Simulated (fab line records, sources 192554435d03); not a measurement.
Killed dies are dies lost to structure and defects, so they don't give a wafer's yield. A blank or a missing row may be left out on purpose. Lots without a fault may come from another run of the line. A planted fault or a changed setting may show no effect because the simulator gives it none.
Which tool did it? | flow n5_finfet | 10 lots, 27 wafers sampled, at 6 steps of a route of 1938

WHAT THE GAUGES READ, wafer by wafer
N5_SDB_THK_MEAS_31. Usual: SDB_THK 64.2 nm, standard deviation 1.
lot  | measured    | on            | SDB_THK (nm)   | flag
L154 | day 4 11:49 | film_metro-01 | 64.3 62.8 63.7 |
L156 | day 5 05:35 | film_metro-02 | 65.2 66.0 64.7 |
L157 | day 5 06:58 | film_metro-02 | 62.5 64.6 64.4 |
L160 | day 6 03:10 | film_metro-01 | 63.8 64.8      |
L164 | day 7 01:22 | film_metro-02 | 65.0 64.0      |
L167 | day 7 15:59 | film_metro-02 | 62.2 64.7      |
L168 | day 7 22:25 | film_metro-01 | 62.9 64.4 63.5 |
L170 | day 8 10:13 | film_metro-01 | 66.1 67.5 65.7 |
L173 | day 9 09:39 | film_metro-01 | 64.7 63.0 63.9 |
L175 | day 9 21:31 | film_metro-01 | 64.5 63.7 63.5 |

N5_HKMG_FIN_CD_MEAS_49: target cd 202 nm. Usual: cd_nm 202.1 nm, standard deviation 0.61.
lot  | measured    | on        | cd_nm (nm)        | flag
L154 | day 4 13:26 | cd_sem-01 | 202.8 202.7 202.5 |
L156 | day 5 07:13 | cd_sem-01 | 202.4 202.8 203.1 |
L157 | day 5 08:25 | cd_sem-02 | 202.7 202.5 202.4 |
L160 | day 6 04:55 | cd_sem-01 | 222.6 201.9       | OFF
L164 | day 7 03:14 | cd_sem-03 | 221.8 202.5       | OFF
L167 | day 7 17:33 | cd_sem-03 | 222.7 223.4       | OFF
L168 | day 7 23:59 | cd_sem-02 | 203.1 202.7 202.5 |
L170 | day 8 11:41 | cd_sem-01 | 202.5 201.8 202.0 |
L173 | day 9 11:23 | cd_sem-03 | 202.2 202.6 201.8 |
L175 | day 9 23:22 | cd_sem-01 | 202.1 201.3 201.3 |

N5_BEOL_M4_RC_MEAS_101. Usual: DIBL_N 35.9 mV/V, standard deviation 1.4; DIBL_P 35.9 mV/V, standard deviation 1.7; IOFF_N 0.155 nA/um, standard deviation 0.023; IOFF_P 0.201 nA/um, standard deviation 0.029; ION_N 672 uA/um, standard deviation 8.8; ION_P 460 uA/um, standard deviation 7; SS_N 71.6 mV/dec, standard deviation 0.48; SS_P 73.1 mV/dec, standard deviation 0.64; VT_N 250.0 mV, standard deviation 3; VT_P -251.6 mV, standard deviation 3.
lot  | measured     | on        | DIBL_N (mV/V)  | DIBL_P (mV/V)  | IOFF_N (nA/um)    | IOFF_P (nA/um)    | ION_N (uA/um) | ION_P (uA/um) | SS_N (mV/dec)  | SS_P (mV/dec)  | VT_N (mV)         | VT_P (mV)            | flag
L154 | day 8 14:56  | prober-02 | 35.3 35.4 36.0 | 34.0 34.6 36.0 | 0.146 0.144 0.163 | 0.207 0.206 0.232 | 672 670 688   | 469 462 475   | 71.8 71.1 72.0 | 72.6 73.0 73.2 | 252.7 250.4 248.6 | -248.6 -247.5 -247.8 |
L156 | day 9 06:42  | prober-01 | 36.1 36.0 35.6 | 36.3 36.4 36.0 | 0.168 0.163 0.172 | 0.217 0.207 0.213 | 675 676 673   | 460 458 457   | 72.0 71.1 71.3 | 73.0 73.4 73.2 | 247.6 250.3 248.9 | -250.3 -251.0 -250.2 |
L157 | day 8 23:53  | prober-01 | 32.8 35.5 35.6 | 34.9 37.1 37.1 | 0.126 0.165 0.161 | 0.168 0.200 0.208 | 663 671 668   | 453 456 459   | 71.3 71.5 72.1 | 73.3 73.6 73.6 | 254.2 250.1 251.3 | -257.0 -254.1 -250.2 |
L160 | day 10 08:49 | prober-01 | 38.1 36.6      | 38.7 35.8      | 0.199 0.166       | 0.217 0.174       | 687 660       | 466 446       | 71.6 71.7      | 74.5 72.2      | 247.1 249.3       | -250.6 -253.7        |
L164 | day 11 05:38 | prober-02 | 35.2 36.8      | 33.5 35.7      | 0.123 0.147       | 0.166 0.197       | 666 664       | 453 453       | 70.5 71.8      | 72.1 73.1      | 253.1 249.5       | -256.0 -252.6        |
L167 | day 12 10:29 | prober-02 | 35.5 37.5      | 36.6 38.9      | 0.145 0.188       | 0.221 0.267       | 674 684       | 471 476       | 71.6 71.8      | 73.2 73.9      | 250.0 245.9       | -247.2 -244.8        |
L168 | day 12 05:29 | prober-01 | 38.6 39.0 37.4 | 36.4 37.3 35.3 | 0.165 0.177 0.144 | 0.210 0.217 0.196 | 677 675 675   | 464 457 458   | 71.7 71.8 71.4 | 73.7 74.6 73.4 | 249.1 250.3 247.9 | -251.6 -251.7 -251.1 |
L170 | day 12 15:20 | prober-02 | 34.5 34.9 34.1 | 34.7 35.5 34.6 | 0.131 0.134 0.125 | 0.146 0.149 0.140 | 660 680 658   | 448 456 445   | 71.4 71.4 71.2 | 72.9 73.7 72.8 | 254.0 254.3 251.2 | -258.7 -256.1 -257.9 |
L173 | day 13 16:23 | prober-01 | 35.4 36.3 37.0 | 36.7 38.7 39.4 | 0.188 0.205 0.231 | 0.220 0.250 0.267 | 688 680 676   | 469 465 462   | 71.3 71.7 72.3 | 73.3 73.7 74.4 | 243.8 244.3 243.5 | -248.9 -249.2 -249.4 |
L175 | day 13 23:38 | prober-02 | 35.6 34.9 33.5 | 34.0 34.2 32.8 | 0.141 0.131 0.113 | 0.186 0.198 0.168 | 649 668 654   | 448 462 454   | 71.7 71.1 71.0 | 72.6 73.4 72.6 | 255.4 250.9 256.9 | -253.7 -251.9 -252.6 |

WHICH TOOL RAN EACH LOT (tool, then ch and the chambers of the sampled wafers, then the start)
lot  | N5_SDB_ETCH_17                    | N5_HKMG_FIN_ALD_75              | N5_HKMG_FIN_EXPOSE_46
L154 | rie_diel-05 ch 0,2,3, day 4 07:01 | ald_hk-02 ch 0,1,3, day 4 12:58 | arfi_scanner-01 ch 0, day 4 13:18
L156 | rie_diel-02 ch 0,1,3, day 4 22:41 | ald_hk-01 ch 0,1,2, day 5 06:45 | arfi_scanner-01 ch 0, day 5 07:05
L157 | rie_diel-02 ch 0,2,3, day 4 23:59 | ald_hk-01 ch 0,1,2, day 5 08:04 | arfi_scanner-01 ch 0, day 5 08:17
L160 | rie_diel-06 ch 0,1, day 5 23:20   | ald_hk-03 ch 0,1, day 6 04:29   | arfi_scanner-01 ch 0, day 6 04:49
L164 | rie_diel-06 ch 0,3, day 6 21:34   | ald_hk-02 ch 2,3, day 7 02:46   | arfi_scanner-01 ch 0, day 7 03:07
L167 | rie_diel-05 ch 1,3, day 7 12:11   | ald_hk-03 ch 2,3, day 7 17:05   | arfi_scanner-01 ch 0, day 7 17:26
L168 | rie_diel-05 ch 0,2, day 7 18:37   | ald_hk-03 ch 2,3, day 7 23:31   | arfi_scanner-03 ch 0, day 7 23:52
L170 | rie_diel-06 ch 0,2,3, day 8 05:26 | ald_hk-02 ch 0,1,3, day 8 11:20 | arfi_scanner-03 ch 0, day 8 11:34
L173 | rie_diel-02 ch 0,2,3, day 9 05:51 | ald_hk-01 ch 0,1,3, day 9 10:54 | arfi_scanner-03 ch 0, day 9 11:16
L175 | rie_diel-05 ch 0,1,2, day 9 17:08 | ald_hk-02 ch 0,1,2, day 9 23:02 | arfi_scanner-02 ch 0, day 9 23:15
- N5_SDB_ETCH_17: etches SiARC in CF4, target depth 23.4 nm, time 39 s.
- N5_HKMG_FIN_ALD_75: deposits Al2O3, target thk 1 nm, co reactant pulse time 1 s.
- N5_HKMG_FIN_EXPOSE_46: exposes mask NDIPOLE.

WHAT THE TOOLS THEMSELVES READ (means of the sampled wafers that have a number; where no wafer has one, the mark that the record gives instead)
N5_SDB_ETCH_17. Usual: drypump_motor_current_A 5.7 A, standard deviation 0.49; etch_rf_on_time_s 39.0 s, standard deviation 0.64; oes_product_au 0.67 a.u., standard deviation 0.078; rf_vpp_V 184.1 V, standard deviation 1.2; showerhead_plenum_p_Torr 2.16 Torr, standard deviation 0.079; throttle_valve_pct 15.63 %, standard deviation 0.29.
lot  | tool        | drypump_motor_current_A (A) | etch_rf_on_time_s (s) | oes_product_au (a.u.) | rf_vpp_V (V) | showerhead_plenum_p_Torr (Torr) | throttle_valve_pct (%) | flag
L154 | rie_diel-05 | 5.4                         | 40.2                  | 0.59                  | 183.6        | 2.12                            | 15.70                  |
L156 | rie_diel-02 | 6.3                         | 38.7                  | 0.66                  | 184.7        | 2.17                            | 15.45                  |
L157 | rie_diel-02 | 6.0                         | 39.3                  | 0.63                  | 184.7        | 2.16                            | 15.51                  |
L160 | rie_diel-06 | 5.8                         | 39.1                  | 0.59                  | 184.1        | 2.08                            | 16.04                  |
L164 | rie_diel-06 | 5.8                         | 38.5                  | 0.69                  | 183.6        | 2.19                            | 15.66                  |
L167 | rie_diel-05 | 5.1                         | 39.5                  | 0.66                  | 184.1        | 2.20                            | 15.77                  |
L168 | rie_diel-05 | 5.6                         | 38.8                  | 0.80                  | 185.1        | 2.22                            | 15.32                  |
L170 | rie_diel-06 | 5.6                         | 39.0                  | 0.65                  | 184.5        | 2.14                            | 15.77                  |
L173 | rie_diel-02 | 6.0                         | 39.6                  | 0.61                  | 183.9        | 2.15                            | 15.59                  |
L175 | rie_diel-05 | 5.5                         | 38.6                  | 0.74                  | 184.4        | 2.18                            | 15.49                  |

N5_HKMG_FIN_ALD_75. Usual: heater_power_w 152 W, standard deviation 14; precursor_pulse_height_rel 1.000, standard deviation 0.018.
lot  | tool      | heater_power_w (W) | precursor_pulse_height_rel | flag
L154 | ald_hk-02 | 160                | 0.992                      |
L156 | ald_hk-01 | 146                | 1.006                      |
L157 | ald_hk-01 | 147                | 1.002                      |
L160 | ald_hk-03 | 136                | 1.002                      |
L164 | ald_hk-02 | 171                | 0.988                      |
L167 | ald_hk-03 | 148                | 0.995                      |
L168 | ald_hk-03 | 152                | 1.015                      |
L170 | ald_hk-02 | 161                | 1.003                      |
L173 | ald_hk-01 | 151                | 0.997                      |
L175 | ald_hk-02 | 152                | 1.018                      |

THE ANSWER, worked out from the rows above alone
Rule: a lot is off if the mean of its wafers that have a number lies more than 3 standard deviations from the usual mean. A lot without any number at a reading at which 4 lots or more have one is off too. The other lots that the step has rows for count as sound. The gauges are gone through in route order, then the tools' own readings, and for those a lot's mean is taken as printed above. The first step at which some lot is off is used, and at that step the reading that is off furthest; a lot without a number counts as furthest.
Off: L160, L164, L167, at N5_HKMG_FIN_CD_MEAS_49 (cd_nm).
A tool fits if, at a process step before that reading, it ran every lot that is off, and no sound lot after the first of them. The gauges at N5_HKMG_FIN_CD_MEAS_49 are tried like those tools. One fits: arfi_scanner-01 at N5_HKMG_FIN_EXPOSE_46. Its last sound lot is L157 (day 5 08:17), its first lot that is off L160 (day 6 04:49): a fault that began between those two fits.

WHAT THE SIMULATOR HAD PUT IN
Process parameter drift: arfi_scanner-01, from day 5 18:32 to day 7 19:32, at N5_HKMG_FIN_EXPOSE_46. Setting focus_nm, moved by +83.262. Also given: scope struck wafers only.
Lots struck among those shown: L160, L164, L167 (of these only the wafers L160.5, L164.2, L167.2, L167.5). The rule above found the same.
